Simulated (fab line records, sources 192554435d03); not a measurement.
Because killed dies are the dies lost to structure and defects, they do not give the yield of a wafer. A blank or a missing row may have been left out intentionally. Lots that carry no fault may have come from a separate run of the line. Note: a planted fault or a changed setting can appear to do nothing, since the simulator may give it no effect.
fab line records + flow n5Finfet
[record]
- lots = 7
- wafers = 21
route steps=1938 shown ZERO_LAYER@9 PMOS_HMC_CHANNEL_EPI@62 FIN_SAQP@96
startH: start of the lot's first displayed wafer, in hours after the record's first day + waitH: hours elapsed since this lot's preceding step + " unchanged from the row above + L1.1+2: a single row standing in for several wafers + - no value, or no start given + * or withheld: withheld + < > ~ a bound
route shown NAME@n: names a module that has steps shown in the file, with the first one's number in the route + usual: mean and standard deviation over wafers with no fault + same: alike in all rows + chamber/n: place in a boat + sites: each site's reading + _std_site: the values' standard deviation + _edge_site: the outer-site mean with the inner-site mean subtracted + radiusMm: for every site, how far away it sits from the centre of the wafer + mask NAME#n: copy n + behind: the tool/chamber that last shaped the wafer + hold: the reason the lot was held/the length of the hold in hours/how it ended + device: names the non-switching transistor (n, p or np) + end of line: the tests these same wafers got at the end of their route + step lacking rows: just its recipe + killed: at the first sort, the dies lost to defects and structure; wafer yield is something else + map: shows each die of a wafer: x if killed, . if not, _ if none is there
set.NAME: setting as actually run; set.NAME@STEP: the setting as run at that earlier step + model.NAME: the simulator's own value behind a step, which no gauge read
one table per step and one row per wafer, for lots whose settings were changed on purpose
[[steps]]
[step N5_ZERO_LAYER_EXPOSE_08]
[recipe]
- maskId = ZERO
- na = 0.55
- sourceShape = conventional
- sigmaOuter = 0.8
- polarization = unpolarized
- defocusNm = 0
- targetCdNm = 2000
- doseMj = 16.2
| lot.wafer  | tool          | chamber | startH | waitH | mask   | set.doseMj |
|------------|---------------|---------|--------|-------|--------|------------|
| L078.1+2+5 | krfScanner-02 | 0       | 36.59  | -     | ZERO#0 | 16.2       |
| L080.2     | krfScanner-02 | 0       | 48.61  | -     | ZERO#0 | 17.19      |
| L080.3+4   | "             | 0       | "      | "     | ZERO#0 | 16.2       |
| L081.1     | krfScanner-01 | 0       | 54.59  | -     | ZERO#0 | 16.2       |
| L081.2+4   | "             | 0       | "      | "     | ZERO#0 | 17.29      |
| L082.1     | krfScanner-01 | 0       | 60.46  | -     | ZERO#0 | 16.91      |
| L082.2+5   | "             | 0       | "      | "     | ZERO#0 | 16.2       |
| L087.2+4+5 | krfScanner-01 | 0       | 90.60  | -     | ZERO#0 | 16.2       |
| L089.2+3   | krfScanner-01 | 0       | 102.60 | -     | ZERO#0 | 16.2       |
| L089.5     | "             | 0       | "      | "     | ZERO#0 | 15.69      |
| L094.1+2+6 | krfScanner-01 | 0       | 132.47 | -     | ZERO#0 | 16.2       |
[step N5_ZERO_LAYER_PEB_09]
[recipe]
- pebTempC = withheld
- pebTimeS = *
| lot.wafer  | tool          | chamber | startH | waitH | set.pebTimeS |
|------------|---------------|---------|--------|-------|--------------|
| L078.1+2+5 | lithoTrack-01 | 0       | 36.65  | 0.1   | *            |
| L080.2     | lithoTrack-04 | 0       | 48.66  | 0.0   | *            |
| L080.3+4   | "             | 0       | "      | "     | *            |
| L081.1+2+4 | lithoTrack-01 | 0       | 54.65  | 0.1   | *            |
| L082.1+2+5 | lithoTrack-04 | 0       | 60.52  | 0.1   | *            |
| L087.2+4+5 | lithoTrack-04 | 0       | 90.65  | 0.0   | *            |
| L089.2     | lithoTrack-01 | 0       | 102.65 | 0.0   | *            |
| L089.3+5   | "             | 0       | "      | "     | *            |
| L094.1+2   | lithoTrack-01 | 0       | 132.52 | 0.1   | *            |
| L094.6     | "             | 0       | "      | "     | *            |
[step N5_ZERO_LAYER_DEVELOP_10]
[recipe]
- developTimeS = 60
- rinseLiquid = diw
- dry = airSpin
- devTempC = 21
[step N5_ZERO_LAYER_HARDBAKE_23]
[recipe]
- tempC = 130
- timeS = 120
[step N5_ZERO_LAYER_CD_MEAS_11]
[recipe]
- targetCdNm = 2000
- landingEnergyEv = 500
- detector = seInlens
[usual]
- cdNm = 2000.9/2.1
| lot.wafer | tool     | chamber | startH | waitH | set.doseMj@ZERO_LAYER_EXPOSE_08 | cdNm   |
|-----------|----------|---------|--------|-------|---------------------------------|--------|
| L078.1    | cdSem-03 | 0       | 36.77  | -     | 16.2                            | 2001.2 |
| L078.2    | "        | 0       | "      | "     | 16.2                            | 1996.2 |
| L078.5    | "        | 0       | "      | "     | 16.2                            | 1997.7 |
| L080.2    | cdSem-02 | 0       | 48.78  | -     | 17.19                           | 2008.9 |
| L080.3    | "        | 0       | "      | "     | 16.2                            | 2003.1 |
| L080.4    | "        | 0       | "      | "     | 16.2                            | 2001.1 |
| L081.1    | cdSem-02 | 0       | 54.77  | -     | 16.2                            | 1998.8 |
| L081.2    | "        | 0       | "      | "     | 17.29                           | 2015.1 |
| L081.4    | "        | 0       | "      | "     | 17.29                           | 2014.1 |
| L082.1    | cdSem-02 | 0       | 60.64  | -     | 16.91                           | 2010.9 |
| L082.2    | "        | 0       | "      | "     | 16.2                            | 2004.4 |
| L082.5    | "        | 0       | "      | "     | 16.2                            | 2001.6 |
| L087.2    | cdSem-03 | 0       | 90.77  | -     | 16.2                            | 2002.1 |
| L087.4    | "        | 0       | "      | "     | 16.2                            | 2002.6 |
| L087.5    | "        | 0       | "      | "     | 16.2                            | 2005.8 |
| L089.2    | cdSem-03 | 0       | 102.77 | -     | 16.2                            | 2002.8 |
| L089.3    | "        | 0       | "      | "     | 16.2                            | 1996.2 |
| L089.5    | "        | 0       | "      | "     | 15.69                           | 1989.4 |
| L094.1    | cdSem-03 | 0       | 132.64 | -     | 16.2                            | 2003.5 |
| L094.2    | "        | 0       | "      | "     | 16.2                            | 2005.0 |
| L094.6    | "        | 0       | "      | "     | 16.2                            | 2001.9 |
[step N5_ZERO_LAYER_DESCUM_16]
[recipe]
- chemistry = O2
- timeS = 7.9
- sourcePowerW = 50
- biasPowerW = 20
- pressureMtorr = 20
- rfFrequencyHz = 2.712e+07
- tempC = 40
- o2FlowSccm = 225
| lot.wafer | tool       | chamber | startH | waitH | set.doseMj@ZERO_LAYER_EXPOSE_08 | model.ZERO_LAYER.cdNm |
|-----------|------------|---------|--------|-------|---------------------------------|-----------------------|
| L078.1    | rieDiel-04 | 1       | 36.80  | 0.0   | 16.2                            | 2001                  |
| L078.2    | "          | 3       | "      | "     | 16.2                            | 1996                  |
| L078.5    | "          | 3       | "      | "     | 16.2                            | 1998                  |
| L080.2    | rieDiel-03 | 3       | 48.82  | 0.0   | 17.19                           | 2009                  |
| L080.3    | "          | 2       | "      | "     | 16.2                            | 2003                  |
| L080.4    | "          | 1       | "      | "     | 16.2                            | 2001                  |
| L081.1    | rieDiel-04 | 0       | 55.15  | 0.4   | 16.2                            | 1999                  |
| L081.2    | "          | 2       | "      | "     | 17.29                           | 2015                  |
| L081.4    | "          | 1       | "      | "     | 17.29                           | 2014                  |
| L082.1    | rieDiel-04 | 2       | 60.68  | 0.0   | 16.91                           | 2011                  |
| L082.2    | "          | 0       | "      | "     | 16.2                            | 2004                  |
| L082.5    | "          | 0       | "      | "     | 16.2                            | 2002                  |
| L087.2    | rieDiel-04 | 1       | 90.81  | 0.0   | 16.2                            | -                     |
| L087.4    | "          | 3       | "      | "     | 16.2                            | 2002                  |
| L087.5    | "          | 2       | "      | "     | 16.2                            | 2006                  |
| L089.2    | rieDiel-05 | 0       | 102.87 | 0.1   | 16.2                            | 2003                  |
| L089.3    | "          | 1       | "      | "     | 16.2                            | 1996                  |
| L089.5    | "          | 3       | "      | "     | 15.69                           | 1989                  |
| L094.1    | rieDiel-03 | 0       | 133.65 | 1.0   | 16.2                            | 2003                  |
| L094.2    | "          | 1       | "      | "     | 16.2                            | 2005                  |
| L094.6    | "          | 2       | "      | "     | 16.2                            | 2002                  |
[step N5_PMOS_HMC_CHANNEL_EPI_EXPOSE_06]
[recipe]
- maskId = PMOS_HMC_BLK
- na = 1.35
- sourceShape = conventional
- sigmaOuter = 0.8
- polarization = unpolarized
- targetCdNm = 240
- doseMj = 41
| lot.wafer  | tool           | chamber | startH | waitH | mask           | set.doseMj |
|------------|----------------|---------|--------|-------|----------------|------------|
| L078.1+2+5 | arfiScanner-02 | 0       | 41.07  | -     | PMOS_HMC_BLK#0 | 41         |
| L080.2+4   | arfiScanner-02 | 0       | 53.17  | -     | PMOS_HMC_BLK#0 | 41         |
| L080.3     | "              | 0       | "      | "     | PMOS_HMC_BLK#0 | 42.79      |
| L081.1+4   | arfiScanner-02 | 0       | 59.80  | -     | PMOS_HMC_BLK#0 | 41         |
| L081.2     | "              | 0       | "      | "     | PMOS_HMC_BLK#0 | 39.05      |
| L082.1+2   | arfiScanner-01 | 0       | 65.96  | -     | PMOS_HMC_BLK#0 | 41         |
| L082.5     | "              | 0       | "      | "     | PMOS_HMC_BLK#0 | 38.63      |
| L087.2+4   | arfiScanner-01 | 0       | 95.14  | -     | PMOS_HMC_BLK#0 | 43.86      |
| L087.5     | "              | 0       | "      | "     | PMOS_HMC_BLK#0 | 41         |
| L089.2     | arfiScanner-01 | 0       | 108.73 | -     | PMOS_HMC_BLK#0 | 41         |
| L089.3+5   | "              | 0       | "      | "     | PMOS_HMC_BLK#0 | 39.37      |
| L094.1+2+6 | arfiScanner-03 | 0       | 138.49 | -     | PMOS_HMC_BLK#0 | 41         |
[step N5_PMOS_HMC_CHANNEL_EPI_PEB_07]
[recipe]
- pebTempC = 110
- pebTimeS = 60
- resist = CAR-ArF-block
[step N5_PMOS_HMC_CHANNEL_EPI_DEVELOP_08]
[recipe]
- developTimeS = 30
- developer = TMAH
- resist = CAR-ArF-block
- devTempC = 23
- rinseLiquid = diw
- dry = airSpin
[step N5_PMOS_HMC_CHANNEL_EPI_CD_MEAS_09]
[recipe]
- targetCdNm = 237.4
- landingEnergyEv = 500
- detector = seInlens
[usual]
- cdNm = 237.0/0.8
| lot.wafer | tool     | chamber | startH | waitH | set.doseMj@PMOS_HMC_CHANNEL_EPI_EXPOSE_06 | cdNm  |
|-----------|----------|---------|--------|-------|-------------------------------------------|-------|
| L078.1    | cdSem-01 | 0       | 41.19  | -     | 41                                        | 237.2 |
| L078.2    | "        | 0       | "      | "     | 41                                        | 236.0 |
| L078.5    | "        | 0       | "      | "     | 41                                        | 236.4 |
| L080.2    | cdSem-03 | 0       | 53.29  | -     | 41                                        | 237.5 |
| L080.3    | "        | 0       | "      | "     | 42.79                                     | 240.6 |
| L080.4    | "        | 0       | "      | "     | 41                                        | 236.2 |
| L081.1    | cdSem-03 | 0       | 59.92  | -     | 41                                        | 236.8 |
| L081.2    | "        | 0       | "      | "     | 39.05                                     | 232.5 |
| L081.4    | "        | 0       | "      | "     | 41                                        | 237.5 |
| L082.1    | cdSem-01 | 0       | 66.09  | -     | 41                                        | 237.6 |
| L082.2    | "        | 0       | "      | "     | 41                                        | 237.5 |
| L082.5    | "        | 0       | "      | "     | 38.63                                     | 233.1 |
| L087.2    | cdSem-03 | 0       | 95.26  | -     | 43.86                                     | 241.7 |
| L087.4    | "        | 0       | "      | "     | 43.86                                     | 243.8 |
| L087.5    | "        | 0       | "      | "     | 41                                        | 237.5 |
| L089.2    | cdSem-01 | 0       | 108.85 | -     | 41                                        | 237.5 |
| L089.3    | "        | 0       | "      | "     | 39.37                                     | 234.5 |
| L089.5    | "        | 0       | "      | "     | 39.37                                     | 234.4 |
| L094.1    | cdSem-03 | 0       | 138.62 | -     | 41                                        | 237.6 |
| L094.2    | "        | 0       | "      | "     | 41                                        | 237.5 |
| L094.6    | "        | 0       | "      | "     | 41                                        | 236.8 |
[step N5_PMOS_HMC_CHANNEL_EPI_DESCUM_14]
[recipe]
- chemistry = O2
- timeS = 7.9
- sourcePowerW = 50
- biasPowerW = 20
- pressureMtorr = 20
- rfFrequencyHz = 2.712e+07
- tempC = 40
- resist = CAR-ArF-block
- o2FlowSccm = 225
| lot.wafer | tool       | chamber | startH | waitH | set.timeS | set.doseMj@PMOS_HMC_CHANNEL_EPI_EXPOSE_06 | model.PMOS_HMC_CHANNEL_EPI.cdNm |
|-----------|------------|---------|--------|-------|-----------|-------------------------------------------|---------------------------------|
| L078.1    | rieDiel-05 | 1       | 41.45  | 0.2   | 7.9       | 41                                        | 237.4                           |
| L078.2    | "          | 0       | "      | "     | 7.9       | 41                                        | 235.8                           |
| L078.5    | "          | 1       | "      | "     | 7.9       | 41                                        | 236.2                           |
| L080.2    | rieDiel-03 | 2       | 53.38  | 0.0   | 9.564     | 41                                        | 237.7                           |
| L080.3    | "          | 3       | "      | "     | 9.564     | 42.79                                     | 240.9                           |
| L080.4    | "          | 0       | "      | "     | 7.9       | 41                                        | 236.3                           |
| L081.1    | rieDiel-03 | 0       | 60.01  | 0.0   | 6.956     | 41                                        | 236.6                           |
| L081.2    | "          | 3       | "      | "     | 7.9       | 39.05                                     | 232.6                           |
| L081.4    | "          | 2       | "      | "     | 7.9       | 41                                        | 237.2                           |
| L082.1    | rieDiel-04 | 3       | 66.42  | 0.3   | 7.9       | 41                                        | 237.4                           |
| L082.2    | "          | 0       | "      | "     | 7.368     | 41                                        | 237.5                           |
| L082.5    | "          | 2       | "      | "     | 7.368     | 38.63                                     | 233.1                           |
| L087.2    | rieDiel-04 | 1       | 95.34  | 0.0   | 7.9       | 43.86                                     | 241.9                           |
| L087.4    | "          | 2       | "      | "     | 8.589     | 43.86                                     | 243.9                           |
| L087.5    | "          | 1       | "      | "     | 7.9       | 41                                        | 237.7                           |
| L089.2    | rieDiel-05 | 1       | 108.94 | 0.0   | 7.9       | 41                                        | 237.6                           |
| L089.3    | "          | 3       | "      | "     | 9.048     | 39.37                                     | 234.6                           |
| L089.5    | "          | 2       | "      | "     | 7.9       | 39.37                                     | 233.8                           |
| L094.1    | rieDiel-04 | 2       | 139.34 | 0.7   | 7.9       | 41                                        | 237.4                           |
| L094.2    | "          | 0       | "      | "     | 7.9       | 41                                        | 237.3                           |
| L094.6    | "          | 1       | "      | "     | 7.9       | 41                                        | 236.7                           |
[step N5_PMOS_HMC_CHANNEL_EPI_ETCH_32]
[recipe]
- chemistry = N2/H2
- target = BARC
- stopOn = SiO2
- targetDepthA = 858
- overEtchFrac = 0.3
- timeS = 50.3
- ionEnergyEv = 200
- maskMaterial = CAR-ArF-block
- pressureMtorr = 30
- sourceW = 840
- biasW = 150
- n2FlowSccm = 200
- h2FlowSccm = 200
| lot.wafer | tool       | chamber | startH | waitH | set.doseMj@PMOS_HMC_CHANNEL_EPI_EXPOSE_06 | model.PMOS_HMC_CHANNEL_EPI.cdNm |
|-----------|------------|---------|--------|-------|-------------------------------------------|---------------------------------|
| L078.1    | rieDiel-05 | 1       | 41.48  | 0.0   | 41                                        | 239.4                           |
| L078.2    | "          | 0       | "      | "     | 41                                        | 237.7                           |
| L078.5    | "          | 1       | "      | "     | 41                                        | 238.6                           |
| L080.2    | rieDiel-03 | 2       | 53.42  | 0.0   | 41                                        | 240.1                           |
| L080.3    | "          | 3       | "      | "     | 42.79                                     | 243.3                           |
| L080.4    | "          | 0       | "      | "     | 41                                        | 239.5                           |
| L081.1    | rieDiel-03 | 0       | 60.05  | 0.0   | 41                                        | 240                             |
| L081.2    | "          | 3       | "      | "     | 39.05                                     | 235.2                           |
| L081.4    | "          | 2       | "      | "     | 41                                        | 239.4                           |
| L082.1    | rieDiel-04 | 3       | 66.46  | 0.0   | 41                                        | 239.7                           |
| L082.2    | "          | 0       | "      | "     | 41                                        | 240.4                           |
| L082.5    | "          | 2       | "      | "     | 38.63                                     | 235.8                           |
| L087.2    | rieDiel-04 | 1       | 95.38  | 0.0   | 43.86                                     | 245.5                           |
| L087.4    | "          | 2       | "      | "     | 43.86                                     | 247.3                           |
| L087.5    | "          | 1       | "      | "     | 41                                        | 241.2                           |
| L089.2    | rieDiel-05 | 1       | 108.98 | 0.0   | 41                                        | 239.5                           |
| L089.3    | "          | 3       | "      | "     | 39.37                                     | 237.4                           |
| L089.5    | "          | 2       | "      | "     | 39.37                                     | 236.2                           |
| L094.1+6  | rieDiel-04 | 2,1     | 139.37 | 0.0   | 41                                        | 240.8                           |
| L094.2    | "          | 0       | "      | "     | 41                                        | 240.2                           |
[step N5_PMOS_HMC_CHANNEL_EPI_HM_OPEN_15]
[recipe]
- chemistry = CHF3/O2
- target = SiO2
- maskMaterial = CAR-ArF-block
- targetDepthA = 406
- CHF3_flow_sccm = 50
- O2_flow_sccm = 5
- Ar_flow_sccm = 200
- timeS = 20.3
- pressureMtorr = 30
- sourceW = 650
- biasW = 170
- ionEnergyEv = 200
| lot.wafer | tool       | chamber | startH | waitH | set.doseMj@PMOS_HMC_CHANNEL_EPI_EXPOSE_06 | model.PMOS_HMC_CHANNEL_EPI.cdNm |
|-----------|------------|---------|--------|-------|-------------------------------------------|---------------------------------|
| L078.1    | rieDiel-05 | 1       | 41.53  | 0.0   | 41                                        | 239.5                           |
| L078.2    | "          | 0       | "      | "     | 41                                        | 237.6                           |
| L078.5    | "          | 1       | "      | "     | 41                                        | 238.6                           |
| L080.2    | rieDiel-03 | 2       | 53.46  | 0.0   | 41                                        | 240.1                           |
| L080.3    | "          | 3       | "      | "     | 42.79                                     | 243.3                           |
| L080.4    | "          | 0       | "      | "     | 41                                        | 239.5                           |
| L081.1    | rieDiel-03 | 0       | 60.09  | 0.0   | 41                                        | 240                             |
| L081.2    | "          | 3       | "      | "     | 39.05                                     | 235.1                           |
| L081.4    | "          | 2       | "      | "     | 41                                        | 239.5                           |
| L082.1    | rieDiel-04 | 3       | 66.50  | 0.0   | 41                                        | 239.7                           |
| L082.2    | "          | 0       | "      | "     | 41                                        | 240.2                           |
| L082.5    | "          | 2       | "      | "     | 38.63                                     | 235.8                           |
| L087.2    | rieDiel-04 | 1       | 95.42  | 0.0   | 43.86                                     | 245.6                           |
| L087.4    | "          | 2       | "      | "     | 43.86                                     | 247.3                           |
| L087.5    | "          | 1       | "      | "     | 41                                        | 241.2                           |
| L089.2    | rieDiel-05 | 1       | 109.02 | 0.0   | 41                                        | 239.5                           |
| L089.3    | "          | 3       | "      | "     | 39.37                                     | 237.5                           |
| L089.5    | "          | 2       | "      | "     | 39.37                                     | 236.3                           |
| L094.1    | rieDiel-04 | 2       | 139.42 | 0.0   | 41                                        | 240.9                           |
| L094.2    | "          | 0       | "      | "     | 41                                        | 240.3                           |
| L094.6    | "          | 1       | "      | "     | 41                                        | 240.8                           |
[step N5_FIN_SAQP_HM_DEP_03]
[recipe]
- material = SiNx
- targetThkA = 380
- tempC = 400
- precursor = SiH4/NH3/N2
- pressureTorr = 1.5
- rfW = 300
- timeS = 33.6
| lot.wafer | tool     | chamber | startH | waitH | set.timeS | model.SiNx_of_FIN_SAQP_HM_DEP_03.thkNm |
|-----------|----------|---------|--------|-------|-----------|----------------------------------------|
| L078.1    | pecvd-04 | 0       | 44.72  | 0.2   | 33.6      | 37.95                                  |
| L078.2    | "        | 1       | "      | "     | 33.6      | 37.49                                  |
| L078.5    | "        | 0       | "      | "     | 33.6      | 38.4                                   |
| L080.2    | pecvd-02 | 0       | 57.52  | 0.2   | 31.24     | 34.99                                  |
| L080.3    | "        | 1       | "      | "     | 31.24     | 35.24                                  |
| L080.4    | "        | 1       | "      | "     | 33.6      | 38.86                                  |
| L081.1    | pecvd-03 | 2       | 63.51  | 0.2   | 33.6      | 37.39                                  |
| L081.2    | "        | 0       | "      | "     | 33.6      | 37.71                                  |
| L081.4    | "        | 1       | "      | "     | 33.6      | 38.01                                  |
| L082.1    | pecvd-03 | 2       | 69.80  | 0.2   | 33.6      | 37.16                                  |
| L082.2    | "        | 1       | "      | "     | 33.6      | 37.27                                  |
| L082.5    | "        | 2       | "      | "     | 35.13     | 39.9                                   |
| L087.2    | pecvd-03 | 2       | 98.64  | 0.2   | 30.12     | 33.83                                  |
| L087.4    | "        | 0       | "      | "     | 33.6      | 38.17                                  |
| L087.5    | "        | 1       | "      | "     | 33.6      | 38.06                                  |
| L089.2    | pecvd-02 | 1       | 113.61 | 0.2   | 29.76     | 34.14                                  |
| L089.3    | "        | 0       | "      | "     | 29.76     | 32.98                                  |
| L089.5    | "        | 1       | "      | "     | 29.76     | 34.77                                  |
| L094.1    | pecvd-02 | 2       | 142.72 | 0.2   | 29.23     | 32.82                                  |
| L094.2    | "        | 0       | "      | "     | 29.23     | 32.13                                  |
| L094.6    | "        | 2       | "      | "     | 33.6      | 38.09                                  |
[step N5_FIN_SAQP_THK_MEAS_05]
[usual]
- thkNm = 37.9/0.49
| lot.wafer | tool         | chamber | startH | waitH | set.timeS@FIN_SAQP_HM_DEP_03 | thkNm |
|-----------|--------------|---------|--------|-------|------------------------------|-------|
| L078.1    | filmMetro-02 | -       | 44.84  | 0.1   | 33.6                         | 38.0  |
| L078.2    | "            | -       | "      | "     | 33.6                         | 37.6  |
| L078.5    | "            | -       | "      | "     | 33.6                         | 38.4  |
| L080.2    | filmMetro-01 | -       | 57.60  | 0.1   | 31.24                        | 34.9  |
| L080.3    | "            | -       | "      | "     | 31.24                        | 35.3  |
| L080.4    | "            | -       | "      | "     | 33.6                         | 38.9  |
| L081.1    | filmMetro-02 | -       | 63.60  | 0.1   | 33.6                         | 37.4  |
| L081.2    | "            | -       | "      | "     | 33.6                         | 37.7  |
| L081.4    | "            | -       | "      | "     | 33.6                         | 38.0  |
| L082.1    | filmMetro-02 | -       | 69.89  | 0.1   | 33.6                         | 37.1  |
| L082.2    | "            | -       | "      | "     | 33.6                         | 37.3  |
| L082.5    | "            | -       | "      | "     | 35.13                        | 39.9  |
| L087.2    | filmMetro-01 | -       | 98.72  | 0.1   | 30.12                        | 33.8  |
| L087.4    | "            | -       | "      | "     | 33.6                         | 38.2  |
| L087.5    | "            | -       | "      | "     | 33.6                         | 38.0  |
| L089.2    | filmMetro-01 | -       | 113.70 | 0.1   | 29.76                        | 34.1  |
| L089.3    | "            | -       | "      | "     | 29.76                        | 32.9  |
| L089.5    | "            | -       | "      | "     | 29.76                        | 34.8  |
| L094.1    | filmMetro-02 | -       | 142.80 | 0.1   | 29.23                        | 32.8  |
| L094.2    | "            | -       | "      | "     | 29.23                        | 32.2  |
| L094.6    | "            | -       | "      | "     | 33.6                         | 38.1  |
[[key]]
[split]
- step = N5_ZERO_LAYER_EXPOSE_08
- setting = doseMj
- stated = 16.2
- by = wafer
[response]
- step = N5_ZERO_LAYER_CD_MEAS_11
- reading = cdNm
- change = +1.92
- per = 1%
- r = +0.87
[response]
- step = N5_ZERO_LAYER_DESCUM_16
- reading = model.ZERO_LAYER.cdNm
- change = +1.93
- per = 1%
- r = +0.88
[split]
- step = N5_ZERO_LAYER_PEB_09
- setting = pebTimeS
- stated = *
- by = wafer
response none clear
[split]
- step = N5_PMOS_HMC_CHANNEL_EPI_EXPOSE_06
- setting = doseMj
- stated = 41
- by = wafer
[response]
- step = N5_PMOS_HMC_CHANNEL_EPI_CD_MEAS_09
- reading = cdNm
- change = +0.812
- per = 1%
- r = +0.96
[response]
- step = N5_PMOS_HMC_CHANNEL_EPI_DESCUM_14
- reading = model.PMOS_HMC_CHANNEL_EPI.cdNm
- change = +0.803
- per = 1%
- r = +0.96
[response]
- step = N5_PMOS_HMC_CHANNEL_EPI_ETCH_32
- reading = model.PMOS_HMC_CHANNEL_EPI.cdNm
- change = +0.775
- per = 1%
- r = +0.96
[response]
- step = N5_PMOS_HMC_CHANNEL_EPI_HM_OPEN_15
- reading = model.PMOS_HMC_CHANNEL_EPI.cdNm
- change = +0.774
- per = 1%
- r = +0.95
[split]
- step = N5_PMOS_HMC_CHANNEL_EPI_DESCUM_14
- setting = timeS
- stated = 7.9
- by = wafer
response none clear
[split]
- step = N5_FIN_SAQP_HM_DEP_03
- setting = timeS
- stated = 33.6
- by = wafer
[response]
- step = N5_FIN_SAQP_HM_DEP_03
- reading = model.SiNx_of_FIN_SAQP_HM_DEP_03.thkNm
- change = +0.45
- per = 1%
- r = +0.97
[response]
- step = N5_FIN_SAQP_THK_MEAS_05
- reading = thkNm
- change = *
- per = 1%
- r = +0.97
